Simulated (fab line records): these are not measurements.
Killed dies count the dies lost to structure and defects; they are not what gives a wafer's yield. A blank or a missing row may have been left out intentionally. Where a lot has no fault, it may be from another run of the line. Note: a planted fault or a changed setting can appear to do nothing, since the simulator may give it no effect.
fab line records ; flow n5Finfet
record: lots: 5; wafers: 15; lastDay: 16
route steps=1938 shown BEOL_M10@1516 BEOL_M11@1536 PASSIVATION@1936
lots with no fault: from the same line, run without faults
startH: the number of hours between the record's first day and the start of the first shown wafer of the lot ; waitH: hours from the lot's prior step to this one ; " identical to the entry in the row above ; L1.1+2: several wafers, shown together as one row ; - no value, or no start given ; * or withheld: withheld ; < > ~ a bound
route shown NAME@n: names a module that has steps shown in the file, with the first one's number in the route ; usual: the fault-free wafers' mean and standard deviation ; same: alike in all rows ; chamber/n: place in a boat ; sites: each site's reading ; _std_site: how widely they spread, as a standard deviation ; _edge_site: the outer-site mean with the inner-site mean subtracted ; radiusMm: how far each site lies from the wafer's centre ; mask NAME#n: copy n ; behind: tool/chamber where the wafer was last shaped ; hold: why the lot went on hold/how many hours it stayed there/how the hold came to an end ; device: transistor that didn't switch, given as n, p or np ; end of line: at the end of the route, the tests of the same wafers ; a step without rows: its recipe alone ; killed: dies that structure and defects cost at the first sort, which is not the same as the wafer's yield ; map: dies across one wafer; x = killed, . = not, _ = none there
set.NAME: the setting the step ran with; set.NAME@STEP: the setting that earlier step ran with ; model.NAME: the simulator's own value behind a step, which no gauge read
lots at selected steps of the route; one table per step, one row per wafer
services: from which hour (startH, from the record's first day; less than 0 if before it) a tool's chamber was out of use, for how many hours, and why
== steps ==
step: N5_BEOL_M10_HM_STRIP_39
recipe: chemistry: peroxideTinStrip; material: TiN; targetDepthA: 250; tempC: 50; timeS: 158
step: N5_BEOL_M10_SRD_40
recipe: timeS: 30; tempC: 23; rinseLiquid: diw; dry: ipaMarangoni
step: N5_BEOL_M10_PRECLEAN_42
recipe: chemistry: residueRemover; timeS: 60; tempC: 40
step: N5_BEOL_M10_SRD_43
recipe: timeS: 30; tempC: 23; rinseLiquid: diw; dry: ipaMarangoni
step: N5_BEOL_M10_CURE_72
recipe: tempC: 370; timeS: 120; ambient: DMADMS/He; material: SiCOH_lowk
step: N5_BEOL_M10_DEGAS_44
recipe: ambient: vacuum; tempC: 250; timeS: 60
step: N5_BEOL_M10_PRE_CLEAN_45
recipe: gas: H2/He; timeS: 30; tempC: 250
step: N5_BEOL_M10_ALD_74
recipe: material: TaN; targetThkA: 20; tempC: 275; aldPrecursorFamily: PDMAT; aldCoReactant: NH3; pressureTorr: 3; carrierFlowSccm: 1500; pulseTimeS: 2; purgeTimeS: 3; coReactantPurgeTimeS: 2; coReactantPulseTimeS: 3; aldCycles: 40; precursorVesselTempC: 75; precursorVesselPressureTorr: 26.25; precursorVesselCarrierSccm: 1000
step: N5_BEOL_M10_SURFACE_TREAT_76
recipe: gas: Ar; timeS: *; ionEnergyEv: *; ionCurrentMaCm2: 0.5; pressureMtorr: *; arFlowSccm: 30
step: N5_BEOL_M10_CVD_75
recipe: material: Co; targetThkA: 20; tempC: withheld; precursor: CCTBA/H2; pressureTorr: 30; timeS: 138.9
step: N5_BEOL_M10_SPUTTER_48
recipe: material: Cu; targetThkA: 120; tempC: -20; biasV: 60; powerW: 26000; chamberPressurePa: 0.13; timeS: 2
step: N5_BEOL_M10_ECD_50
recipe: material: Cu; targetThkA: 3180
lot.wafer;tool;chamber;startH;waitH
L107.3+4+6;ecdCu-02;0,1,1;255.28;0.1
L111.3+5+6;ecdCu-01;1,1,0;295.97;0.1
L114.1+3+4;ecdCu-01;1,1,0;313.95;0.1
L116.3+4+5;ecdCu-01;0,1,0;317.75;0.1
L118.1+3+4;ecdCu-01;0,0,1;327.85;0.1
step: N5_BEOL_M10_ANNEAL_51
recipe: tempC: 225; timeS: 90; ambient: N2
step: N5_BEOL_M10_CMP_52
recipe: stopOn: SiCOH_lowk; tOverpolishS: 7; downForcePsi: 1; platenRpm: 50; clearingPlatenDownForcePsi: 1.5; clearingPlatenRpm: 50; postCmpClean: cuAlkaline; targetThkNm: 140; clearingPlatenPadVelocityMS: 0.99484; padVelocityMS: 0.99484
step: N5_BEOL_M10_PRE_CLEAN_55
recipe: gas: NH3; timeS: 15; tempC: withheld; rfPowerW: 300
step: N5_BEOL_M10_DEP_56
recipe: material: SiCN; targetThkA: 150; tempC: withheld; precursor: 3MS/NH3; pressureTorr: 3; rfW: 202; timeS: 26.5
step: N5_BEOL_M11_ILD_DEP_00
recipe: material: SiCOH_lowk; targetThkA: 3085.1; tempC: 300; precursor: DEMS/porogen; pressureTorr: 5; rfW: 500; timeS: 58
step: N5_BEOL_M11_CURE_71
recipe: tempC: 385; timeS: 240; ambient: He/Ar; material: SiCOH_lowk
step: N5_BEOL_M11_PECVD_70
recipe: material: SiO2; targetThkA: 200; tempC: 400; precursor: TEOS/O2; pressureTorr: 5.5; rfW: 450; teosFlowSccm: 53.8; gas: O2; flowSccm: 3000; timeS: 22.7
step: N5_BEOL_M11_HM_DEP_02
recipe: material: TiN; targetThkA: 200; tempC: 25; chamberPressurePa: 0.49996
step: N5_BEOL_M11_COAT_59
recipe: resist: SOC; tempC: 250; timeS: 60; spinRpm: 1500; resistThkNm: 100
step: N5_BEOL_M11_COAT_60
recipe: resist: SiARC; tempC: 220; timeS: 60; spinRpm: 1500; resistThkNm: 30
step: N5_BEOL_M11_COAT_05
recipe: resist: CAR-ArF; spinRpm: 1500; resistThkNm: 90
step: N5_BEOL_M11_EBR_07
recipe: solvent: PGMEA; ebrWidthMm: 1.5
step: N5_BEOL_M11_SOFTBAKE_06
recipe: tempC: 110; timeS: 60; resist: CAR-ArF
step: N5_BEOL_M11_EXPOSE_08
recipe: maskId: M11; na: 1.35; sourceShape: dipole; sigmaInner: 0.411; sigmaOuter: 0.611; polarization: te; doseMj: 53.75
step: N5_BEOL_M11_PEB_09
recipe: pebTempC: withheld; pebTimeS: 60; resist: CAR-ArF
step: N5_BEOL_M11_DEVELOP_10
recipe: developTimeS: 30; developer: TMAH; resist: CAR-ArF; rinseLiquid: diw; dry: airSpin; devTempC: 23
step: N5_BEOL_M11_DESCUM_16
recipe: chemistry: O2; timeS: 7.9; sourcePowerW: 50; biasPowerW: 20; pressureMtorr: 20; rfFrequencyHz: 2.712e+07; tempC: 40; resist: CAR-ArF; o2FlowSccm: 225
step: N5_BEOL_M11_ETCH_61
recipe: chemistry: CF4; target: SiARC; targetDepthA: 390; maskMaterial: CAR-ArF; timeS: 65; ionEnergyEv: 80; pressureMtorr: 40; sourceW: 545; biasW: 36; Ar_flow_sccm: 100; cf4FlowSccm: 100; ends: cleared
step: N5_BEOL_M11_ETCH_62
recipe: chemistry: N2/H2; target: SOC; targetDepthA: 1100; overetchA: 220; maskMaterial: SiARC; tempC: 40; timeS: 165; ionEnergyEv: 200; pressureMtorr: 30; sourceW: 840; biasW: 150; n2FlowSccm: 200; h2FlowSccm: 200
step: N5_BEOL_M11_STRIP_68
recipe: chemistry: N2/H2; tempC: 40; n2FlowSccm: 200; h2FlowSccm: 200; rfFrequencyHz: 6e+07
step: N5_BEOL_M11_STRIP_67
recipe: chemistry: CF4; resist: SiARC; powerW: 300; biasPowerW: 75; pressureMtorr: 50; cf4FlowSccm: 150; rfFrequencyHz: 6e+07
step: N5_BEOL_M11_HM_OPEN_17
recipe: chemistry: Cl2/BCl3; targetDepthA: 200; overetchA: 60; target: TiN; maskMaterial: SOC; ionEnergyEv: 150; pressureMtorr: 10; icpW: 1000; biasW: 126; Cl2_flow_sccm: 53.25; bcl3FlowSccm: 21.75; Ar_flow_sccm: 25
step: N5_PASSIVATION_PROBE_49
usual: defectLimitedYield: 91.3/1.5; killed_at_M0_to_M3: 34/11; killed_at_M4_up: 14/6.1; killedAtContacts: 12/5.9; killedAtFrontEnd: 39/11; killedAtOther: 4/3.3; killedDies: 102/18; killedOnRim: 13/3.8; killedOpen: 67/13; killedShort: 33/7.9; sort_bin_5_function: 5.1/1; sort_bin_6_memory: 3.3/0.7; sortNPass: 1077/19; sortYieldPct: 91.3/1.6
same: grossDies: 1180; killedAtBackSide: 0; sort_bin_4_leakage[%]: 0; sort_bin_8_speed[%]: 0
lot.wafer;tool;chamber;startH;waitH;defectLimitedYield[%];killed_at_M0_to_M3;killed_at_M4_up;killedAtContacts;killedAtFrontEnd;killedAtOther;killedDies;killedOnRim;killedOpen;killedShort;sort_bin_5_function[%];sort_bin_6_memory[%];sortNPass;sortYieldPct[%]
L107.3;prober-01;-;306.65;0.1;92.1;18;6;17;43;9;93;14;56;35;4.3;3.3;1087;92.1
L107.4;prober-01;-;306.70;0.2;90.5;31;14;17;46;4;112;10;68;44;5.8;3.3;1068;90.5
L107.6;prober-01;-;306.80;0.3;93.0;18;6;7;45;7;83;10;62;21;4.1;2.7;1097;93.0
L111.3;prober-02;-;343.12;0.1;93.5;36;9;7;25;0;77;15;44;26;3.1;2.9;1103;93.5
L111.5;prober-02;-;343.22;0.2;89.9;44;19;16;40;0;119;16;80;33;6.2;3.4;1061;89.9
L111.6;prober-02;-;343.27;0.3;89.4;58;8;26;33;0;125;13;76;45;6.6;3.7;1055;89.4
L114.1;prober-01;-;360.51;0.0;73.8;17;265;8;18;1;309;40;37;11;15.1;10.2;871;73.8
L114.3;prober-01;-;360.61;0.1;69.9;14;279;18;41;3;355;47;49;32;17.9;9.7;825;69.9
L114.4;prober-01;-;360.66;0.2;70.4;18;283;15;31;2;349;50;48;19;18.3;9.6;831;70.4
L116.3;prober-01;-;370.14;0.1;70.6;26;281;11;24;5;347;30;46;27;17.9;9.9;833;70.6
L116.4;prober-01;-;370.19;0.2;72.7;24;265;4;28;1;322;37;46;19;15.9;9.7;858;72.7
L116.5;prober-01;-;370.24;0.2;68.7;19;290;20;33;7;369;46;53;33;17.8;11.8;811;68.7
L118.1;prober-01;-;382.61;0.0;66.9;49;297;7;33;5;391;44;83;25;20.5;10.7;789;66.9
L118.3;prober-01;-;382.71;0.1;67.1;42;286;14;44;2;388;45;74;39;20.9;10.5;792;67.1
L118.4;prober-01;-;382.76;0.2;73.4;15;270;7;20;2;314;47;38;16;17.8;7.4;866;73.4
killed by level:class
L107.3 MOL_CONTACT_COAG:geometricParticle:open=13 STI_FIN_REVEAL:geometricParticle:open=10 GATE_CUT:geometricParticle:short=9 FIN_SAQP:geometricParticle:open=7 BEOL_M3:geometricParticle:open=6 STI_FIN_REVEAL:geometricParticle:short=5 BEOL_M0_SAQP:geometricParticle:open=4 DUMMY_GATE:geometricParticle:open=4
L107.4 MOL_CONTACT_COAG:geometricParticle:open=14 GATE_CUT:geometricParticle:short=12 BEOL_M3:geometricParticle:open=10 BEOL_M0_SAQP:geometricParticle:short=8 DUMMY_GATE:geometricParticle:open=7 BEOL_M0_SAQP:geometricParticle:open=7 FIN_SAQP:geometricParticle:open=6 BEOL_M4:geometricParticle:open=5
L107.6 FIN_SAQP:geometricParticle:open=14 STI_FIN_REVEAL:geometricParticle:open=12 MOL_CONTACT_COAG:geometricParticle:open=7 BEOL_M0_SAQP:geometricParticle:short=6 DUMMY_GATE:geometricParticle:open=4 GATE_CUT:geometricParticle:short=4 BEOL_M0_SAQP:geometricParticle:open=4 BEOL_M2:geometricParticle:open=4
L111.3 BEOL_M0_SAQP:geometricParticle:short=10 BEOL_M0_SAQP:geometricParticle:open=8 MOL_CONTACT_COAG:geometricParticle:open=6 BEOL_M2:geometricParticle:open=5 STI_FIN_REVEAL:geometricParticle:open=4 BEOL_M4:geometricParticle:open=4 STARTING-WAFER:geometricParticle:open=4 HKMG_FIN:areaEtch=4
L111.5 MOL_CONTACT_COAG:geometricParticle:open=14 BEOL_M4:geometricParticle:open=12 BEOL_M0_SAQP:geometricParticle:short=8 BEOL_M0_SAQP:geometricParticle:open=8 BEOL_M2:geometricParticle:open=8 BEOL_M3:geometricParticle:open=7 BEOL_M1:geometricParticle:open=6 STARTING-WAFER:geometricParticle:short=6
L111.6 MOL_CONTACT_COAG:geometricParticle:open=22 BEOL_M1:geometricParticle:open=10 BEOL_M0_SAQP:geometricParticle:short=9 FIN_SAQP:geometricParticle:open=7 BEOL_M2:geometricParticle:short=7 STARTING-WAFER:geometricParticle:open=7 BEOL_M0_SAQP:geometricParticle:open=6 BEOL_M2:geometricParticle:open=6
L114.1 BEOL_M10:unspecified=261 BEOL_M2:geometricParticle:open=9 MOL_CONTACT_COAG:geometricParticle:open=7 DUMMY_GATE:geometricParticle:open=5 FIN_SAQP:geometricParticle:short=4 BEOL_M1:geometricParticle:open=4 STI_FIN_REVEAL:geometricParticle:open=2 DUMMY_GATE:geometricParticle:short=2
L114.3 BEOL_M10:unspecified=274 MOL_CONTACT_COAG:geometricParticle:open=15 FIN_SAQP:geometricParticle:short=8 STI_FIN_REVEAL:geometricParticle:open=8 STARTING-WAFER:geometricParticle:short=7 DUMMY_GATE:geometricParticle:open=4 BEOL_M0_SAQP:geometricParticle:open=4 FIN_SAQP:geometricParticle:open=3
L114.4 BEOL_M10:unspecified=278 MOL_CONTACT_COAG:geometricParticle:open=10 DUMMY_GATE:geometricParticle:open=7 STI_FIN_REVEAL:geometricParticle:open=5 FIN_SAQP:geometricParticle:open=4 DUMMY_GATE:geometricParticle:short=3 GATE_CUT:geometricParticle:open=3 MOL_CONTACT_COAG:geometricParticle:short=3
L116.3 BEOL_M10:unspecified=271 BEOL_M3:geometricParticle:open=9 MOL_CONTACT_COAG:geometricParticle:open=8 FIN_SAQP:geometricParticle:short=6 BEOL_M2:geometricParticle:open=5 STI_FIN_REVEAL:geometricParticle:open=4 BEOL_M0_SAQP:geometricParticle:open=4 DUMMY_GATE:geometricParticle:open=3
L116.4 BEOL_M10:unspecified=255 BEOL_M1:geometricParticle:open=12 FIN_SAQP:geometricParticle:short=9 FIN_SAQP:geometricParticle:open=5 BEOL_M0:geometricParticle:open=5 DUMMY_GATE:geometricParticle:open=4 STI_FIN_REVEAL:geometricParticle:open=3 STARTING-WAFER:geometricParticle:open=3
L116.5 BEOL_M10:unspecified=280 MOL_CONTACT_COAG:geometricParticle:open=16 FIN_SAQP:geometricParticle:short=14 BEOL_M0_SAQP:geometricParticle:short=7 BEOL_M0_SAQP:geometricParticle:open=7 MOL_CONTACT_COAG:geometricParticle:short=3 STI_FIN_REVEAL:geometricParticle:open=3 BEOL_M5:geometricParticle:open=3
L118.1 BEOL_M10:unspecified=281 BEOL_M3:geometricParticle:open=28 BEOL_M2:geometricParticle:open=8 FIN_SAQP:geometricParticle:short=6 STI_FIN_REVEAL:geometricParticle:open=6 DUMMY_GATE:geometricParticle:open=6 MOL_CONTACT_COAG:geometricParticle:open=6 STARTING-WAFER:geometricParticle:open=5
L118.3 BEOL_M10:unspecified=274 MOL_CONTACT_COAG:geometricParticle:open=13 FIN_SAQP:geometricParticle:short=12 BEOL_M1:geometricParticle:open=11 BEOL_M0_SAQP:geometricParticle:open=9 DUMMY_GATE:geometricParticle:open=8 BEOL_M4:geometricParticle:open=8 BEOL_M2:geometricParticle:open=7
L118.4 BEOL_M10:unspecified=258 MOL_CONTACT_COAG:geometricParticle:open=6 STI_FIN_REVEAL:geometricParticle:open=5 BEOL_M2:geometricParticle:open=5 FIN_SAQP:geometricParticle:short=4 FIN_SAQP:geometricParticle:open=3 DUMMY_GATE:geometricParticle:open=3 BEOL_M3:geometricParticle:open=2
map L114.3 (x killed, . not)
_________________.........x.x________________
______________.......x.xx..x.xx._____________
___________.x...x.........xx....x.x__________
__________..x...xx.x..x.x...x.x..x.._________
________.x.x.x.....x......xx.........._______
_______.x.....xx......x.xx..x.x.x...x.x______
______......x.........xx.xxx...x...x.xxx_____
_____.x.......x.....x.x..xx.x......x.x...____
____x.xx...x......x....x...x.....x...x..xx___
___..xxx.xx...........x..........x....x..xx__
___...x...x.x.xx.x..x.xx...x..xx..x......xx__
__..x.x....xx.xx.....x..x..x..xxx.x.x....x.._
__.x.x....x..x.x..xx...xx........x.....x...._
_..x..xx....x..x.x.xx..xx............xx.x....
_..x...xx.xxxx......xx....xx.......x..x.xx...
_x...x..x....xxx...x...x...........xx.x.x.x.x
_...x..x.......x......x.xx.x...x.x.....x..x..
_....x.....xxx..x...x.....x......x.x.xx..x...
_...x....xxxx..x.x...x.....x.xxx...x.xxxx....
_...xx.........xxx...x........x.x............
_.xx.......x.x...x.......xxx.x.x.......x...x.
__..xx....xxx.xx......xx....xx......x..xx..x_
__....x..x.x.xx.xx......xx..x.x......x.x...._
___...xx.x..xx.x.......x.......x.x.........__
___x....x..........x.....xx...x..x...xxx.xx__
____......xx.x.x.......x..........xx.x...x___
_____.xx...xx.xxx...xxxx...x.x..x...xx..x____
______xx.x.x.x.....xx...x...xx....x....._____
_______..x.x..x.x......xx....xx.x.x.x.x______
________xxx.x..x.......x...x...x.....x_______
__________..x.........x...x...x.xx.._________
___________x.x..xx.......xx....x.x.__________
______________.....xx...x..x.xx._____________
_________________.x....x.x..x________________
map L116.5 (x killed, . not)
_________________...x..x..x..________________
______________........xx..x.x.xx_____________
___________...xxx.x....x..xx.xx..xx__________
__________.x.x..x...x.xxx..x..x..x.._________
________.....xx..x..x....x.xx...x.x..x_______
_______...x...xx........x.......x......______
______xx.xx.xx.xxx.xxx.....x.x.xx..x..x._____
_____x.....xx....x.xx.xxxx......xx.......____
____...xx.x..xx..x........xx.x....x.xx....___
___.x....xxx............x......x....x.....x__
___............x....x....x.....xx....xx.x..__
__x.x.......x.x.x....x.x.....xxxx....xx....._
__...x.xx..x...x...x..xxx.x.x..........x.x.x_
_.x....xx....x.....x....xxxx.x...x....xx....x
_x......xx.x.xxx.....x.x....x..x.........xx..
_....x...xx......x.....xxxx..xx..x...x.xx....
_x....x.....x..x....x...x.....x..x.x.....xxx.
_..xx......xx....x..x.....x...xxxxxxx..x..xx.
_..x....x...x.......x...........xx...x.......
_xxx..x...x...x.....x.x....x.....x.x.....x.x.
_.xx........xx...x...............x......x.x..
__xxx.xx.x.x.x.xxx.....xx.x....x........xxxx_
__x...x......x....xx....x..xx.......x...x..x_
___..x..xx.x..........x..x.....x.....x...x.__
___..xxxx.x.x.x...xx...x..xxxxx.x......xx.x__
____x...........x..x.x..x...xx....xxxx.x..___
_____xx.....xx..x..x.x.x.x.x.xx....xxx...____
______....x....x....x..x...xx.x.xx..x.x._____
_______xxx.....x......x..x..xx.xxx.x.x.______
________...........x...x...x.x..x.x..x_______
__________xxxx....xxx...xxx.....x..._________
___________.......x.x........x.x..x__________
______________.x..x....x.xxx...._____________
_________________....xx.x....________________
== services ==
tool;chamber;startH;hours;kind
ecdCu-01;-;308.70;1.0;repair
== key ==
firstSign: step: N5_PASSIVATION_PROBE_49; reading: killed_at_M4_up; direction: up; sigmas: 43; usual: 14; struck: 280
effect: step: N5_PASSIVATION_PROBE_49; reading: defectLimitedYield; direction: down; sigmas: 14; usual: 91.3; struck: 70.4
moreKillsBornAt: N5_BEOL_M10_ECD_50@ecdCu-01: 2432
metAt N5_BEOL_M10_ECD_50
struckWafers L114.1,L114.3,L114.4,L116.3,L116.4,L116.5,L118.1,L118.3,L118.4
onsetBetween 295.97 313.95
alsoFits time
fault: kind: chamberParticleSource; tool: ecdCu-01; chamber: -; onsetH: 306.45; steps: N5_BEOL_M10_ECD_50; ratePerVisitCm2: 0.49911; endH: 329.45
